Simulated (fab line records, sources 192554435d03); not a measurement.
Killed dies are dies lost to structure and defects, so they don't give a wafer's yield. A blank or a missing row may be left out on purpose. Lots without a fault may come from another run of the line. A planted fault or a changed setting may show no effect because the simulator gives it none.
Split-lot experiment | flow n5_finfet | 7 lots, 21 wafers read, on a route of 1938 steps

THE SPLIT
At N5_BEOL_M15_EXPOSE_07 (exposes mask V14), the setting dose_mj was moved away from the recipe's 41.25 on 6 of the 21 wafers read, by +2.0% to +7.2%. The other wafers ran this setting at the recipe's value.

FROM THE SPLIT TO THE READING: what the file shows between them, 6 steps
- N5_BEOL_M15_PEB_08: peb time 90 s
- N5_BEOL_M15_DEVELOP_09: develop time 45 s
- N5_BEOL_M15_HARDBAKE_14: time 120 s
- N5_BEOL_M15_CD_MEAS_10: target cd 360 nm
- N5_BEOL_M15_STRIP_65: strips in post etch residue remover, time 60 s
- N5_BEOL_M15_SRD_66: time 30 s, dry time 30 s

THE READING
cd_nm, in nm, at N5_BEOL_M15_CD_MEAS_17 (target cd 360 nm). Fault-free wafers of this fab line usually give 360.9 nm, standard deviation 1.5 nm.

wafer  | tool, chamber at the split | dose_mj as run | against the recipe | cd_nm, nm | against lot-mates on the recipe
L075.3 | krf_scanner-01, 0          | 41.25          | recipe             | 358.9     | -
L075.4 | krf_scanner-01, 0          | 42.07          | +2.0%              | 361.5     | +2.5
L075.6 | krf_scanner-01, 0          | 41.25          | recipe             | 359.2     | -
L076.2 | krf_scanner-01, 0          | 44.22          | +7.2%              | 371.9     | +10.9
L076.3 | krf_scanner-01, 0          | 41.25          | recipe             | 361.0     | -
L076.5 | krf_scanner-01, 0          | 44.22          | +7.2%              | 370.7     | +9.7
L078.3 | krf_scanner-01, 0          | 41.25          | recipe             | 360.6     | -
L078.4 | krf_scanner-01, 0          | 41.25          | recipe             | 359.1     | -
L078.6 | krf_scanner-01, 0          | 41.25          | recipe             | 359.9     | -
L081.1 | krf_scanner-01, 0          | 42.69          | +3.5%              | 370.3     | +8.1
L081.2 | krf_scanner-01, 0          | 41.25          | recipe             | 362.2     | -
L081.5 | krf_scanner-01, 0          | 42.69          | +3.5%              | 367.9     | +5.7
L086.1 | krf_scanner-02, 0          | 41.25          | recipe             | 362.1     | -
L086.2 | krf_scanner-02, 0          | 41.25          | recipe             | 361.2     | -
L086.4 | krf_scanner-02, 0          | 41.25          | recipe             | 360.5     | -
L087.1 | krf_scanner-01, 0          | 41.25          | recipe             | 360.9     | -
L087.3 | krf_scanner-01, 0          | 41.25          | recipe             | 363.4     | -
L087.4 | krf_scanner-01, 0          | 41.25          | recipe             | 361.3     | -
L096.3 | krf_scanner-02, 0          | 41.25          | recipe             | 361.3     | -
L096.4 | krf_scanner-02, 0          | 43.06          | +4.4%              | 369.2     | +7.6
L096.5 | krf_scanner-02, 0          | 41.25          | recipe             | 361.8     | -

THE FIT
A straight line over all 21 wafers: cd_nm changes by +1.6 nm for each +1% of dose_mj; r = +0.92; the points scatter about the line by 1.6 nm.
The same after taking each lot's own level away (the mean of its wafers on the recipe; 21 wafers): +1.54 nm for each +1%; r = +0.97; scatter 0.94 nm.
On that fit, the largest move of dose_mj shifts the reading by 11 nm.
The lots' own levels span 359.05 to 362.20 nm, that is 2.1 times the standard deviation above.
So the lot-to-lot level changes the slope little: the two slopes agree.
Check: with one of the wafers moved furthest among these (+7.2%) left out of the fit, the line predicts +11.3 nm for it against its lot-mates. It came out at +10.9 nm against them.

OTHER SPLITS ON THESE WAFERS
These wafers also went through other splits before the reading. Each is held against what the fit with the lots' levels taken away leaves over:
other split on the same wafers    | wafers away from the commonest value | r with cd_nm (lot level and that fit taken away)
N5_BEOL_M13_ETCH_59 time_s        | 5                                    | -0.15
N5_BEOL_M14_TRENCH_ETCH_34 time_s | 5                                    | +0.19
N5_BEOL_M14_DEP_53 time_s         | 5                                    | -0.44

THE WHOLE CHAIN: every reading that the file lists as answering this split, in the file's order
step                   | what it does     | reading | change (the file's fit)              | r (the file's)
N5_BEOL_M15_CD_MEAS_10 | target cd 360 nm | cd_nm   | +1.63 nm for each +1% of the setting | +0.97
N5_BEOL_M15_CD_MEAS_17 | target cd 360 nm | cd_nm   | +1.57 nm for each +1% of the setting | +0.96

THE FILE'S OWN FIT
cd_nm changes by +1.57 nm for each +1% of dose_mj, r = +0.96.
